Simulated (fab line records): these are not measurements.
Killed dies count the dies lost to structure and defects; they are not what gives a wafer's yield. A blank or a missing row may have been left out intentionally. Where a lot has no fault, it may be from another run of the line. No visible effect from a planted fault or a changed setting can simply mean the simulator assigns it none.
Struck lot and sound lot, side by side | flow nand harc | 16 out of 1159 route steps
Sound: wafers L637.2, L637.3, L637.6. Wafers struck: L646.1, L646.4, L646.6. The cause is named last.
At each step with rows: each side's tool, then ch and its chambers, then its first start. Under that, the readings that differ: sound wafers | struck wafers | difference of the means | sigmas: that difference in standard deviations of wafers without a fault.
alike: same words and numbers on both sides, and readings whose means sit less than 2 such deviations apart. not compared: any withheld reading, any reading some wafer has no value for, any bound like >300 that may hide the same value, and any number with overlapping values for which the record gives no deviation.
A row with sigmas, a row that says differs or no value, or rows on one side alone: a step with any of these is where the two part. When numbers do not overlap yet have no deviation, they are printed without sigmas and do not part them. A reading missing from all wafers of one side parts the sides only when that side holds two or more wafers.

NHARC_A_WL_FILL_ALD_10: deposits SiO2, target thk 50 nm, pulse time 10 s, ald cycles 500.
  sound on ald hk-01 ch 1,2, day 16 00:38; struck on ald hk-04 ch 2,3, day 18 09:15
  alike: heater power w, precursor pulse height rel
NHARC_A_WL_FILL_ETCHBACK_16: etches the open film in C4F8/O2/Ar, target depth 88 nm, time 17.6 s.
  sound: rie diel-02 ch 1,3; struck: rie diel-09 ch 1,2,3
  reading            | sound       | struck      | difference | sigmas
  rf fwd power W (W) | 584 585 584 | 590 591 595 | +8         | +2
  alike: oes product au, rf vpp V
  not compared: rf hours counter h
then, 1 step without rows for these wafers: NHARC_A_WL_FILL_STRIP_29 (strips in O2, time 20 s).
NHARC_A_WL_FILL_ETCHBACK_17: etches the open film in Cl2/BCl3, target depth 4 nm, time 26.7 s.
  sound on rie metal-01 ch 0,1, day 16 04:59; struck on rie metal-01 ch 0,1, day 18 14:06
  alike: drypump motor current A, oes product au
  not compared: rf hours counter h
then, 6 steps without rows for these wafers: NHARC_A_WL_FILL_PRECLEAN_18 (cleans in dHF, time 30 s); NHARC_A_WL_FILL_SRD_21; NHARC_A_WL_FILL_CVD_23 (deposits poly-Si, target thk 40 nm, time 800 s); NHARC_A_WL_FILL_ETCHBACK_26 (etches the open film in HBr, target depth 52 nm, time 13.3 s); NHARC_A_WL_FILL_PRECLEAN_30 (cleans in dHF, time 10 s); NHARC_A_WL_FILL_SRD_14.
NHARC_A_WL_FILL_ALD_19: deposits TiN, target thk 2 nm, pulse time 3 s, ald cycles 100.
  sound on ald metal-03 ch 1,3, day 16 10:38; struck on ald metal-01 ch 1,2,3, day 18 19:34
  alike: heater power w, precursor pulse height rel
NHARC_A_WL_FILL_CVD_20: deposits W, target thk 75 nm, time 5064 s.
  sound: cvd w-01 ch 0,1; struck: cvd w-01 ch 0,1
  alike: heater power w, throttle valve pct
NHARC_A_WL_FILL_CMP_12: polishes, t overpolish 30 s, target thk 75 nm.
  sound on cmp-04 ch 1,2, day 16 15:52; struck on cmp-01 ch 1,3, day 19 02:54
  no value came back on the struck wafers for any of 5 readings (edge zone pressure frac, motor current A (A) and others); on the sound wafers edge zone pressure frac reads 1.002 1.008 0.995
then, 1 step without rows for these wafers: NHARC_A_WL_FILL_SRD_31.
NHARC_A_WL_FILL_INSPECT_15:
  sound on defect inspect-02 at day 16 16:20; struck on defect inspect-02 at day 19 03:22
  reading          | sound       | struck         | difference | sigmas
  raw defect count | 455 593 356 | 2391 2348 2279 | +1871      | +16
-- the record jumps here: 3 days lie between the struck wafers' starts before and after (it left off in module A_WL_FILL and takes up again in module END, whose first step shown is number 1159 of the route) --
NHARC_END_SORT_01:
  only the struck wafers appear in the record here, on prober-02 ch 0 at day 22 05:59; the sound ones have no rows

== WHERE THEY PART ==
First at NHARC_A_WL_FILL_ETCHBACK_16; last, within this record, at NHARC_END_SORT_01.

WHY: the cause the simulator had injected
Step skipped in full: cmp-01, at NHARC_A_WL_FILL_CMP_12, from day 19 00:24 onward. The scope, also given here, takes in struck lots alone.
